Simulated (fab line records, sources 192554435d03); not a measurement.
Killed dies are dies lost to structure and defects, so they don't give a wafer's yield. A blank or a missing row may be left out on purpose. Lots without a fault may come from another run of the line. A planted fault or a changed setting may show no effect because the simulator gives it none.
fab line records | flow n5_finfet
record lots=4 wafers=12 last_day=15
route steps=1938 shown BEOL_M13@1672 PASSIVATION@1936
lots that met no fault: from a run of the same line without faults
start_h: hours from the record's first day to the start of the lot's first wafer shown | wait_h: hours since the lot's step before | " the same as in the row above | L1.1+2: a row that stands for several wafers | - no value, or no start given | * or withheld: withheld | < > ~ a bound
route shown NAME@n: a module of which the file shows steps, and the number in the route of the first | usual: mean/standard deviation of fault-free wafers | same: alike in all rows | chamber/n: place in a boat | sites: the reading at each site | _std_site: their standard deviation | _edge_site: outer sites' mean less inner sites' | radius_mm: how far each site lies from the wafer's centre | mask NAME#n: copy n | behind: the tool/chamber that last shaped the wafer | hold: why the lot was held/for how many hours/how that ended | device: the transistor (n, p or np) that didn't switch | end of line: the same wafers' tests at the end of the route | a step without rows: its recipe alone | killed: dies lost to structure and defects at the first sort, not the wafer's yield | map: a wafer's dies, x killed, . not, _ none there
set.NAME: the setting as run; set.NAME@STEP: as run at that earlier step | model.NAME: the simulator's own value behind a step, which no gauge read
lots at some steps of the route; a table a step, a row a wafer
services: from which hour (start_h, from the record's first day; less than 0 if before it) a tool's chamber was out of use, for how many hours, and why
## steps
# step N5_BEOL_M13_DESCUM_15
# recipe chemistry=O2 time_s=7.9 source_power_w=50 bias_power_w=20 pressure_mtorr=20 rf_frequency_hz=2.712e+07 temp_c=40 o2_flow_sccm=225
# step N5_BEOL_M13_ETCH_59
# recipe chemistry=N2/H2 target=BARC target_depth_a=890 overetch_a=267 time_s=67.9 ion_energy_ev=200 pressure_mtorr=30 source_w=840 bias_w=150 n2_flow_sccm=200 h2_flow_sccm=200
# step N5_BEOL_M13_VIA_ETCH_16
# recipe chemistry=C4F8/O2/Ar target=SiOC pressure_mtorr=30 source_w=3000 bias_w=700 Ar_flow_sccm=400 C4F8_flow_sccm=15 O2_flow_sccm=8 he_inner_torr=15 he_outer_torr=30 target_depth_a=9217 time_s=withheld ion_energy_ev=250 ends=cleared
# step N5_BEOL_M13_STRIP_63
# recipe chemistry=N2/H2 power_w=1000 temp_c=250 h2_frac=0.65 overash_fraction=0.3 pressure_mtorr=1000 n2_flow_sccm=1750 h2_flow_sccm=3250
# step N5_BEOL_M13_STRIP_64
# recipe chemistry=N2/H2 power_w=1000 temp_c=250 h2_frac=0.65 overash_fraction=0.3 pressure_mtorr=withheld n2_flow_sccm=1750 h2_flow_sccm=3250
# step N5_BEOL_M13_STRIP_71
# recipe chemistry=post_etch_residue_remover time_s=60 temp_c=25 remover_ph=withheld remover_water_wt_pct=withheld remover_fluoride_wt_pct=withheld
# step N5_BEOL_M13_SRD_72
# recipe time_s=30 temp_c=23 rinse_liquid=diw dry=n2_spin spin_rpm=1500 dry_time_s=30
# step N5_BEOL_M13_COAT_65
# recipe resist=SOC temp_c=250 time_s=60 spin_rpm=1500 resist_thk_nm=350
# step N5_BEOL_M13_COAT_66
# recipe resist=SiARC temp_c=220 time_s=60 spin_rpm=1500 resist_thk_nm=110
# usual dispense_pressure_kPa=48.2/2.2 exhaust_pa=44.9/0.85 spin_speed_rpm=1500.1/1
# columns lot.wafer tool chamber start_h wait_h dispense_pressure_kPa exhaust_pa spin_speed_rpm model.SiARC_of_BEOL_M13_COAT_66.thk_nm
L130.2 litho_track-01 0 238.96 - 49.3 42.6 1499.7 110.2
L130.4 " 0 " " 49.3 45.0 1499.0 110
L130.6 " 0 " " 49.4 45.6 1500.0 110
L139.1 litho_track-01 0 307.93 - 49.3 44.3 1729.2 102.6
L139.2 " 0 " " 49.3 43.8 1729.8 103
L139.5 " 0 " " 49.4 43.9 1728.7 102.6
L142.2 litho_track-01 0 320.71 - 49.4 44.8 1726.7 102.4
L142.4 " 0 " " 49.4 45.6 1729.6 102.4
L142.6 " 0 " " 49.3 45.0 1726.9 102.6
L144.3 litho_track-02 0 323.33 - 44.8 44.4 1500.3 109.6
L144.4 " 0 " " 44.8 43.9 1500.7 110
L144.6 " 0 " " 44.7 43.8 1500.3 109.8
# step N5_BEOL_M13_COAT_22
# recipe spin_rpm=2888 resist_thk_nm=300
# step N5_BEOL_M13_EBR_24
# recipe solvent=PGMEA ebr_width_mm=1.5
# step N5_BEOL_M13_SOFTBAKE_23
# recipe temp_c=130 time_s=60
# step N5_BEOL_M13_EXPOSE_25
# recipe mask_id=M13 na=0.93 source_shape=conventional sigma_outer=0.4 polarization=unpolarized target_cd_nm=210 dose_mj=22
# step N5_BEOL_M13_PEB_26
# recipe peb_temp_c=130 peb_time_s=90
# step N5_BEOL_M13_DEVELOP_27
# recipe develop_time_s=45 rinse_liquid=diw dry=air_spin dev_temp_c=21
# step N5_BEOL_M13_HARDBAKE_32
# recipe temp_c=130 time_s=120
# step N5_BEOL_M13_DESCUM_33
# recipe chemistry=O2 time_s=7.9 source_power_w=50 bias_power_w=20 pressure_mtorr=20 rf_frequency_hz=2.712e+07 temp_c=40 o2_flow_sccm=225
# step N5_BEOL_M13_ETCH_67
# recipe chemistry=CF4 target=SiARC target_depth_a=1430 time_s=238.3 ion_energy_ev=80 pressure_mtorr=40 source_w=545 bias_w=36 Ar_flow_sccm=100 cf4_flow_sccm=100 ends=cleared
# usual chamber_pressure_mTorr=40.00/0.035 drypump_motor_current_A=5.9/0.43 etch_rf_on_time_s=239/8 mfc_ar_sccm=100.0/0.31 oes_product_au=0.66/0.079 rf_vpp_V=184.4/1.1 showerhead_plenum_p_Torr=2.16/0.06 throttle_valve_pct=15.61/0.3
# columns lot.wafer tool chamber start_h wait_h chamber_pressure_mTorr drypump_motor_current_A etch_rf_on_time_s mfc_ar_sccm oes_product_au rf_hours_counter_h rf_vpp_V showerhead_plenum_p_Torr throttle_valve_pct model.etch.depth_nm model.coat_of_BEOL_M13_COAT_22.thk_nm
L130.2 rie_diel-02 3 239.50 0.0 39.90 5.8 235 100.0 0.58 228 181.8 2.10 16.04 110.1 213.2
L130.4 " 2 " " 40.01 6.0 236 100.2 0.62 197 183.7 2.22 15.78 109.9 213.2
L130.6 " 3 " " 40.08 5.7 238 100.2 0.58 - 184.2 2.10 16.04 110 211.4
L139.1 rie_diel-02 3 308.47 0.0 40.01 5.8 225 99.6 0.56 249 184.1 2.09 16.10 102.6 216
L139.2 " 1 " " 40.02 5.7 230 99.7 0.58 231 183.2 2.06 16.08 103 216.2
L139.5 " 1 " " 40.02 5.7 232 99.9 0.58 - 184.7 2.06 16.09 102.7 215.8
L142.2 rie_diel-01 2 321.24 0.0 40.00 5.4 215 100.0 0.70 116 186.5 2.14 15.80 102.4 215.6
L142.4 " 0 " " 39.97 5.1 215 99.8 0.60 226 183.9 2.21 15.72 102.4 215.4
L142.6 " 1 " " 39.97 5.7 219 100.0 0.75 - 183.3 2.08 15.08 102.5 216.2
L144.3 rie_diel-03 1 323.86 0.0 40.00 5.7 241 99.9 0.60 212 183.3 2.11 15.93 109.6 213
L144.4 " 2 " " 39.98 6.4 238 99.9 0.61 207 182.9 2.13 15.74 110 211.6
L144.6 " 3 " " 40.06 6.6 249 100.1 0.70 - 186.2 2.24 15.44 109.8 212.4
# step N5_BEOL_M13_ETCH_68
# recipe chemistry=N2/H2 target=SOC mask_material=SiARC source_w=3000 bias_w=350 temp_c=40 time_s=355 ion_energy_ev=200 pressure_mtorr=30 n2_flow_sccm=200 h2_flow_sccm=200
# usual chamber_pressure_mTorr=29.999/0.028 drypump_motor_current_A=5.9/0.43 n2_flow_sccm=200.0/0.58 oes_product_au=0.78/0.09 rf_vpp_V=524.6/2.2 showerhead_plenum_p_Torr=2.56/0.079 throttle_valve_pct=17.8/0.31
# columns lot.wafer tool chamber start_h wait_h chamber_pressure_mTorr drypump_motor_current_A n2_flow_sccm oes_product_au rf_hours_counter_h rf_vpp_V showerhead_plenum_p_Torr throttle_valve_pct model.SiARC_of_BEOL_M13_COAT_66.thk_nm
L130.2 rie_diel-02 3 239.65 0.1 29.985 5.8 199.4 0.69 228 522.5 2.50 18.4 76.2
L130.4 " 2 " " 29.943 6.0 199.9 0.74 197 526.9 2.64 18.1 76.6
L130.6 " 3 " " 29.982 5.8 199.3 0.69 - 522.8 2.50 18.4 76
L139.1 rie_diel-02 3 308.61 0.1 29.991 5.8 199.8 0.67 249 521.7 2.49 18.4 69.4
L139.2 " 1 " " 30.027 5.7 199.7 0.68 231 519.4 2.40 18.1 71
L139.5 " 1 " " 29.981 5.7 199.9 0.68 - 520.2 2.40 18.1 71
L142.2 rie_diel-01 2 321.39 0.1 30.003 5.4 200.5 0.81 116 523.6 2.57 18.3 69
L142.4 " 0 " " 29.983 5.1 199.6 0.70 226 523.6 2.62 17.8 69.2
L142.6 " 1 " " 29.969 5.7 199.7 0.88 - 521.8 2.49 17.5 69.6
L144.3 rie_diel-03 1 324.01 0.1 29.976 5.7 199.8 0.70 212 522.7 2.50 18.1 77
L144.4 " 2 " " 29.969 6.4 199.6 0.69 207 522.7 2.50 17.7 77.6
L144.6 " 3 " " 30.013 6.6 200.2 0.83 - 528.6 2.67 17.6 77.6
# step N5_BEOL_M13_STRIP_69
# recipe chemistry=N2/H2 temp_c=40 n2_flow_sccm=200 h2_flow_sccm=200 rf_frequency_hz=6e+07
# step N5_PASSIVATION_PROBE_49
# usual defect_limited_yield=91.4/1.5 killed_at_M0_to_M3=36/11 killed_at_M4_up=14/6 killed_at_contacts=11/6 killed_at_front_end=37/11 killed_at_other=4/3.4 killed_dies=102/18 killed_open=66/13 killed_short=34/7.8 sort_bin_5_function=5.0/0.97 sort_bin_6_memory=3.2/0.7 sort_n_pass=1078/19 sort_yield_pct=91.3/1.6
# same gross_dies=1180 killed_at_back_side=0 sort_bin_4_leakage[%]=0 sort_bin_8_speed[%]=0
# columns lot.wafer tool chamber start_h wait_h defect_limited_yield[%] killed_at_M0_to_M3 killed_at_M4_up killed_at_contacts killed_at_front_end killed_at_other killed_dies killed_open killed_short sort_bin_5_function[%] sort_bin_6_memory[%] sort_n_pass sort_yield_pct[%]
L130.2 prober-01 - 271.77 0.1 91.3 27 14 10 41 11 103 65 37 5.3 3.1 1077 91.3
L130.4 prober-01 - 271.87 0.2 90.8 39 19 16 31 3 108 73 31 6.0 3.1 1072 90.8
L130.6 prober-01 - 271.97 0.3 92.3 42 16 4 23 6 91 55 33 4.8 2.5 1089 92.3
L139.5 prober-02 - 343.49 0.2 93.0 23 9 14 34 3 83 56 26 4.0 2.8 1097 93.0
L142.2 prober-02 - 359.26 0.5 92.9 34 12 10 27 1 84 47 36 3.8 2.7 1096 92.9
L142.4 prober-02 - 359.36 0.6 92.1 38 21 11 23 0 93 64 28 4.2 3.6 1087 92.1
L142.6 prober-02 - 359.46 0.7 89.7 46 22 12 40 2 122 81 38 5.7 4.1 1058 89.7
# killed by level:class
L130.2 FIN_SAQP:geometric_particle:short=10 BEOL_M3:geometric_particle:open=8 DUMMY_GATE:geometric_particle:open=8 BEOL_M4:geometric_particle:open=8 MOL_CONTACT_COAG:geometric_particle:open=7 FIN_SAQP:geometric_particle:open=6 BEOL_M0_SAQP:geometric_particle:short=6 STARTING-WAFER:geometric_particle:short=5
L130.4 MOL_CONTACT_COAG:geometric_particle:open=12 BEOL_M3:geometric_particle:open=12 FIN_SAQP:geometric_particle:open=7 BEOL_M1:geometric_particle:open=7 GATE_CUT:geometric_particle:open=6 GATE_CUT:geometric_particle:short=6 BEOL_M3:geometric_particle:short=5 BEOL_M4:geometric_particle:open=5
L130.6 BEOL_M0_SAQP:geometric_particle:open=11 BEOL_M0_SAQP:geometric_particle:short=9 BEOL_M2:geometric_particle:open=7 FIN_SAQP:geometric_particle:open=6 FIN_SAQP:geometric_particle:short=5 BEOL_M1:geometric_particle:open=5 BEOL_M3:geometric_particle:open=5 BEOL_M4:geometric_particle:open=5
L139.5 MOL_CONTACT_COAG:geometric_particle:open=12 FIN_SAQP:geometric_particle:open=11 BEOL_M0_SAQP:geometric_particle:short=8 STI_FIN_REVEAL:geometric_particle:open=6 BEOL_M0_SAQP:geometric_particle:open=6 DUMMY_GATE:geometric_particle:open=5 BEOL_M5:geometric_particle:open=4 BEOL_M1:geometric_particle:open=3
L142.2 BEOL_M0_SAQP:geometric_particle:open=9 BEOL_M2:geometric_particle:open=9 GATE_CUT:geometric_particle:short=8 BEOL_M0_SAQP:geometric_particle:short=7 MOL_CONTACT_COAG:geometric_particle:open=6 GATE_CUT:geometric_particle:open=5 FIN_SAQP:geometric_particle:short=4 MOL_CONTACT_COAG:geometric_particle:short=3
L142.4 BEOL_M0_SAQP:geometric_particle:open=11 BEOL_M0_SAQP:geometric_particle:short=10 MOL_CONTACT_COAG:geometric_particle:open=9 BEOL_M2:geometric_particle:open=7 BEOL_M4:geometric_particle:open=7 FIN_SAQP:geometric_particle:short=4 DUMMY_GATE:geometric_particle:open=4 BEOL_M5:geometric_particle:open=4
L142.6 BEOL_M0_SAQP:geometric_particle:open=13 FIN_SAQP:geometric_particle:short=11 BEOL_M3:geometric_particle:open=10 MOL_CONTACT_COAG:geometric_particle:open=8 BEOL_M0_SAQP:geometric_particle:short=8 BEOL_M2:geometric_particle:open=7 BEOL_M5:geometric_particle:open=7 BEOL_M4:geometric_particle:open=6
## services
# columns tool chamber start_h hours kind
rie_diel-03 0 216.61 2.9 repair
litho_track-02 - 247.64 - consumable_replace:filter
rie_diel-01 3 261.78 - clean
rie_diel-01 3 261.78 - consumable_replace:focus_ring
rie_diel-01 3 261.78 18.0 scheduled_down
rie_diel-01 3 261.78 18.0 vent_cycle
rie_diel-03 - 283.25 0.1 repair
rie_diel-03 1 299.40 1.6 repair
rie_diel-02 1 311.81 7.9 repair
rie_diel-02 3 314.33 6.4 repair
rie_diel-02 3 320.94 - clean
rie_diel-02 3 320.94 - consumable_replace:focus_ring
rie_diel-02 3 320.94 25.9 scheduled_down
rie_diel-02 3 320.94 25.9 vent_cycle
## key
first_sign step=N5_BEOL_M13_COAT_66 reading=spin_speed_rpm direction=up sigmas=99+ usual=* struck=*
effect none on later readings
model_effect step=N5_BEOL_M13_COAT_66 value=SiARC_of_BEOL_M13_COAT_66.thk_nm without=110.2 struck=102.6
model_effect step=N5_BEOL_M13_ETCH_67 value=etch.depth_nm without=110.1 struck=102.6
model_effect step=N5_BEOL_M13_ETCH_68 value=SiARC_of_BEOL_M13_COAT_66.thk_nm without=77.4 struck=69.87
met_at N5_BEOL_M13_COAT_66
struck_wafers L139.1,L139.2,L139.5,L142.2,L142.4,L142.6
onset_between 238.96 307.93
fault kind=process_parameter_drift tool=litho_track-01 chamber=- onset_h=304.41 steps=N5_BEOL_M13_COAT_66 channel=spin_rpm offset=* shape=step end_h=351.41 acts_in=* stated=*
